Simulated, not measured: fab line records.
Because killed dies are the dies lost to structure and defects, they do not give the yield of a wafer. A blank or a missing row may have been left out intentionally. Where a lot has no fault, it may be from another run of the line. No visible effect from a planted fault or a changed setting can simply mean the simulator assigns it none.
Struck lot and sound lot, side by side	flow n5Finfet	14 steps out of a route of 1938
Sound: these wafers, L410.1, L410.4, L410.5. Wafers struck: L427.1, L427.3, L427.5. The cause comes at the end.
Each step with rows lists, per side, the tool, then ch with its chambers, then its first start. Under that, the readings that differ: sound wafers	struck wafers	difference of the means	sigmas: that difference in standard deviations of wafers without a fault.
alike: readings whose means differ by less than 2 such deviations, and words and numbers that are the same on both sides. not compared: withheld readings, readings that some wafer has no value for, bounds like >300 that may hide the same value, and numbers for which the record gives no deviation and whose values overlap.
Wherever a step has rows on one side only, a row that says differs or no value, or a row with sigmas, the two part there. Numbers that don't overlap but have no deviation are shown without sigmas and don't part them. A reading that every wafer of one side lacks parts them only if that side has two wafers or more.

first, 1 step without rows for these wafers: N5_BEOL_M14_HARDBAKE_14 (time 120 s).
N5_BEOL_M14_CD_MEAS_10: target cd 250 nm.
  sound on cdSem-01 ch 0, day 11 07:24; struck on cdSem-01 ch 0, day 15 16:19
  alike: cdNm
N5_BEOL_M14_OVL_MEAS_11:
  sound on overlay-02 ch 0, day 11 07:26; struck on overlay-01 ch 0, day 15 16:21
  alike: V13_OVL
N5_BEOL_M14_INSPECT_12: inspects for defects (macro).
  sound on defectInspect-01 at day 11 07:28; struck on defectInspect-01 at day 15 16:23
  alike: rawDefectCount
N5_BEOL_M14_DESCUM_15: chemistry O2, time 7.9 s.
  sound on rieDiel-03 ch 0,1,3, day 11 07:50; struck on rieDiel-03 ch 0,3, day 15 16:30
  alike: drypumpMotorCurrentA, oesProductAu, rfVppV, showerheadPlenumPTorr, throttleValvePct
  not compared: rfHoursCounterH
N5_BEOL_M14_ETCH_59: etches BARC in N2/H2, target depth 89 nm, overetch 26.7 nm, time 67.9 s.
  sound on rieDiel-03 ch 0,1,3, day 11 07:52; struck on rieDiel-03 ch 0,3, day 15 16:32
  alike: drypumpMotorCurrentA, n2FlowSccm, oesProductAu, rfVppV, showerheadPlenumPTorr, throttleValvePct
  not compared: rfHoursCounterH
N5_BEOL_M14_VIA_ETCH_16: etches SiO2 in C4F8/O2/Ar, target depth 1231.3 nm.
  sound on rieDiel-03 ch 0,1,3, day 11 07:55; struck on rieDiel-03 ch 0,3, day 15 16:35
  alike: drypumpMotorCurrentA, oesProductAu, rfVppV, showerheadPlenumPTorr, throttleValvePct
N5_BEOL_M14_STRIP_63: strips in O2.
  sound on rieDiel-03 ch 0,1,3; struck on rieDiel-03 ch 0,3
  alike: drypumpMotorCurrentA, oesProductAu, rfVppV, showerheadPlenumPTorr, throttleValvePct
  not compared: rfHoursCounterH
N5_BEOL_M14_STRIP_64: strips in O2.
  sound on rieDiel-03 ch 0,1,3; struck on rieDiel-03 ch 0,3
  alike: drypumpMotorCurrentA, oesProductAu, rfVppV, showerheadPlenumPTorr, throttleValvePct
  not compared: rfHoursCounterH
then, 2 steps without rows for these wafers: N5_BEOL_M14_STRIP_71 (strips in post etch residue remover, time 60 s); N5_BEOL_M14_SRD_72 (time 30 s, dry time 30 s).
N5_BEOL_M14_CD_MEAS_17: target cd 250 nm.
  sound on cdSem-01 at day 11 08:16; struck on cdSem-03 at day 15 16:56
  alike: cdNm
N5_BEOL_M14_COAT_65: time 60 s, resist thk 450 nm.
  sound on lithoTrack-02 ch 0, day 11 08:18; struck on lithoTrack-02 ch 0, day 15 16:58
reading	sound	struck	difference	sigmas
spinSpeedRpm (rpm)	1499.3 1500.1 1500.3	1626.7 1625.7 1629.1	+127.3	+99 or more
model.SOC_of_BEOL_M14_COAT_65.thkNm (nm)	452.8 453 453.2	432.8 434.2 432	-20.0	
  alike: chillPlateTempC
then, 1 step without rows for these wafers: N5_BEOL_M14_COAT_66 (time 60 s, resist thk 110 nm).

## WHERE THEY PART
At N5_BEOL_M14_COAT_65 and nowhere else, as far as this record goes.

WHY: the cause the simulator had injected
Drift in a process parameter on lithoTrack-02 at N5_BEOL_M14_COAT_65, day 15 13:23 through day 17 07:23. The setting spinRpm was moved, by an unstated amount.
